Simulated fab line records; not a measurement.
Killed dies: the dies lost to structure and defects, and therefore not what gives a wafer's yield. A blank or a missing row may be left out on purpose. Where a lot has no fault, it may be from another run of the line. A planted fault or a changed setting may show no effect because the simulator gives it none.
A lot that was struck, set against a sound lot ; flow n5-finfet ; 15 out of 1938 route steps
Sound: these wafers, L441.1, L441.2, L441.3. The struck wafers were L452.1, L452.3, L452.6. Last of all comes the cause.
Order at every step that has rows: each side's tool, ch and its chambers, its first start. Under that, the readings that differ: sound wafers ; struck wafers ; difference of the means ; sigmas: that difference in standard deviations of wafers without a fault.
alike: words and numbers the same on both sides, and readings whose means are apart by under 2 such deviations; not compared: readings that were withheld, readings missing a value for some wafer, numbers with overlapping values and no deviation given by the record, and bounds like >300 which may hide the same value.
A row with sigmas, a row that says differs or no value, or rows on one side alone: a step with any of these is where the two part. Numbers that don't overlap but have no deviation are shown without sigmas and don't part them. A reading that every wafer of one side lacks parts them only if that side has two wafers or more.

first, 1 step without rows for these wafers: N5_MOL_CONTACT_COAG_STRIP_98 (strips in N2/H2).
N5_MOL_CONTACT_COAG_CD_MEAS_99: the cd target is 17.2 nm.
  sound on cd-sem-01, day 6 18:07; struck on cd-sem-01, day 9 10:18
  alike: cd-nm
then, 2 steps without rows for these wafers: N5_MOL_CONTACT_COAG_IMPLANT_129; N5_MOL_CONTACT_COAG_PRECLEAN_111 (cleans in NF3:NH3, afs cycles 1, time 20 s, sublimation time 60 s).
N5_MOL_CONTACT_COAG_TI_SIL_19: material Ti, target thk 4.2 nm, time 15 s.
  sound on pvd-sputter-02, day 6 19:19; struck on pvd-sputter-03, day 9 11:23
  alike: throttle-valve-pct
then, 1 step without rows for these wafers: N5_MOL_CONTACT_COAG_ALD_20 (deposits TiN, target thk 1.5 nm, pulse time 1 s, purge time 3 s).
N5_MOL_CONTACT_COAG_SIL_ANNEAL_21: time 60 s.
  sound on rtp-anneal-02 ch 0, day 6 20:02; struck on rtp-anneal-02 ch 0, day 9 11:53
  alike: lamp-power-pct, lamp_zone_7_pct, wafer_temp_C_max
N5_MOL_CONTACT_COAG_PRE_CLEAN_141: time 60 s.
  sound on pvd-sputter-02, day 6 20:15; struck on pvd-sputter-01, day 9 13:32
  alike: heater-power-w
then, 2 steps without rows for these wafers: N5_MOL_CONTACT_COAG_SPUTTER_143 (material Co, target thk 2.5 nm); N5_MOL_CONTACT_COAG_CO_FILL_22 (material Co, precursor CCTBA/H2, target thk 20 nm).
N5_MOL_CONTACT_COAG_ANNEAL_113: time 300 s.
  sound on rtp-anneal-01 ch 0, day 6 21:03; struck on rtp-anneal-02 ch 0, day 9 14:20
reading;sound;struck;difference;sigmas
lamp-power-pct (%);2.673 2.682 2.678;2.656 2.656 2.662;-0.020;-2
  alike: lamp_zone_7_pct, wafer_temp_C_max
N5_MOL_CONTACT_COAG_PRE_CLEAN_142: time 60 s.
  sound on pvd-sputter-01, day 6 23:25; struck on pvd-sputter-03, day 9 17:10
  alike: heater-power-w
N5_MOL_CONTACT_COAG_SPUTTER_130: material Co, target thk 47.5 nm.
  sound on pvd-sputter-01, day 6 23:29; struck on pvd-sputter-03, day 9 17:13
reading;sound;struck;difference;sigmas
cathode-dc-power-W (W);2999.7 3000.3 2999.2;3611.1 3610.2 3610.9;+611.0;+99 or more
model.Co_of_MOL_CONTACT_COAG_SPUTTER_130.thk-nm (nm);47.2 47.2 47;57.6 57.4 57.8;+10.5;
  alike: throttle-valve-pct
then, 1 step without rows for these wafers: N5_MOL_CONTACT_COAG_PRECLEAN_125 (cleans in DIW, time 57.5 s).
-- record jumps: 3 days separate the struck wafers' starts on either side; left off in module MOL_CONTACT_COAG, taken up again in module BEOL_M4, whose first shown step is the route's number 1111 --
N5_BEOL_M4_RC_MEAS_101:
  sound on prober-01 ch 0, day 10 05:16; struck on prober-02 ch 0, day 12 11:07
reading;sound;struck;difference;sigmas
VT_P (mV);-255 -256 -254;-248 -246 -248;+8;+2
  alike: DIBL_N, DIBL_P, IOFF_N, IOFF_P, ION_N, ION_P, SS_N, SS_P, VT_N

WHERE THEY PART
Earliest at N5_MOL_CONTACT_COAG_ANNEAL_113; latest, in this record, at N5_BEOL_M4_RC_MEAS_101.

WHY: the cause the simulator had injected
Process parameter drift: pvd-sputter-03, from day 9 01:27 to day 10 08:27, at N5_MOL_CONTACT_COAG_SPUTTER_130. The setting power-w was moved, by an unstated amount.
